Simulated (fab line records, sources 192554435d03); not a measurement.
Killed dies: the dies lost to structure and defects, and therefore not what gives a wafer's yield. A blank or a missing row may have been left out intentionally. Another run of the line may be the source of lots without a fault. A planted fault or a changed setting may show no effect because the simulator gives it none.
Chamber matching ; flow n5_finfet ; rie_diel-04 running N5_MIM_TOP_ETCH_STRIP_01: 4 sister chambers
The step strips in O2. 27 wafers are shown with their chamber, then 12 later ones without.

== WAFERS, EACH WITH ITS CHAMBER ==
wafer;chamber;showerhead_plenum_p_Torr (Torr);drypump_motor_current_A (A);throttle_valve_pct (%)
L074.3;1;2.20;6.1;16.71
L074.5;3;2.03;5.1;16.25
L074.6;2;2.00;6.6;16.73
L075.1;2;2.00;6.7;16.75
L075.3;1;2.20;6.2;16.68
L075.5;0;2.20;5.3;16.05
L076.1;3;2.03;5.1;16.32
L076.2;0;2.20;5.3;16.05
L076.3;2;1.99;6.7;16.76
L076.4;1;2.20;6.1;16.63
L076.5;1;2.20;6.1;16.70
L076.6;2;2.00;6.6;16.75
L077.1;1;2.20;6.2;16.68
L077.4;2;1.99;6.7;16.74
L077.5;1;2.20;6.2;16.68
L079.4;0;2.20;5.4;16.05
L079.5;3;2.03;5.1;16.35
L079.6;0;2.20;5.3;16.04
L080.2;3;2.03;5.1;16.31
L080.3;1;2.20;6.2;16.68
L080.6;1;2.20;6.2;16.69
L083.2;1;2.20;6.2;16.77
L083.4;3;2.02;5.1;16.33
L083.6;0;2.19;5.3;16.01
L085.3;0;2.19;5.3;16.06
L085.4;3;2.02;5.1;16.35
L085.6;1;2.19;6.2;16.67

SIGNATURES (averages over the wafers above)
reading;chamber 0;chamber 1;chamber 2;chamber 3;scatter within a chamber
showerhead_plenum_p_Torr;2.1967;2.1990;1.9960;2.0267;0.00455
drypump_motor_current_A;5.317;6.170;6.660;5.100;0.0424
throttle_valve_pct;16.0433;16.6890;16.7460;16.3183;0.0297
Rule: a wafer's distance from a chamber is the root of the sum, over the readings, of the square of ((its reading less the chamber's mean) divided by the reading's scatter). If the next closest chamber is less than 2 further off than the closest, the wafer can't be placed; otherwise it belongs to the closest. How the scatter is found: for the shown wafers, subtract from each reading the mean of its chamber, square and add these, divide the total by (wafers less chambers), then take the root.

== WAFERS WITH NO CHAMBER GIVEN ==
wafer;showerhead_plenum_p_Torr (Torr);drypump_motor_current_A (A);throttle_valve_pct (%)
L086.1;1.99;6.6;16.75
L086.5;2.19;5.4;16.12
L086.6;2.02;5.1;16.39
L089.1;2.02;5.1;16.33
L089.2;1.98;6.7;16.80
L089.5;1.98;6.7;16.81
L095.2;2.19;5.3;16.13
L095.5;2.19;5.3;16.11
L095.6;2.19;6.2;16.72
L097.3;2.02;5.1;16.43
L097.5;2.19;6.2;16.76
L097.6;1.98;6.7;16.80

== CHAMBER TAKEN BY EACH ==
wafer;from the rows above;in truth
L086.1;2;2
L086.5;0;0
L086.6;3;3
L089.1;3;3
L089.2;2;2
L089.5;2;2
L095.2;0;0
L095.5;0;0
L095.6;1;1
L097.3;3;3
L097.5;1;1
L097.6;2;2
Correctly placed: 12 of 12. Not placeable from these rows: 0. Wrongly placed: 0.
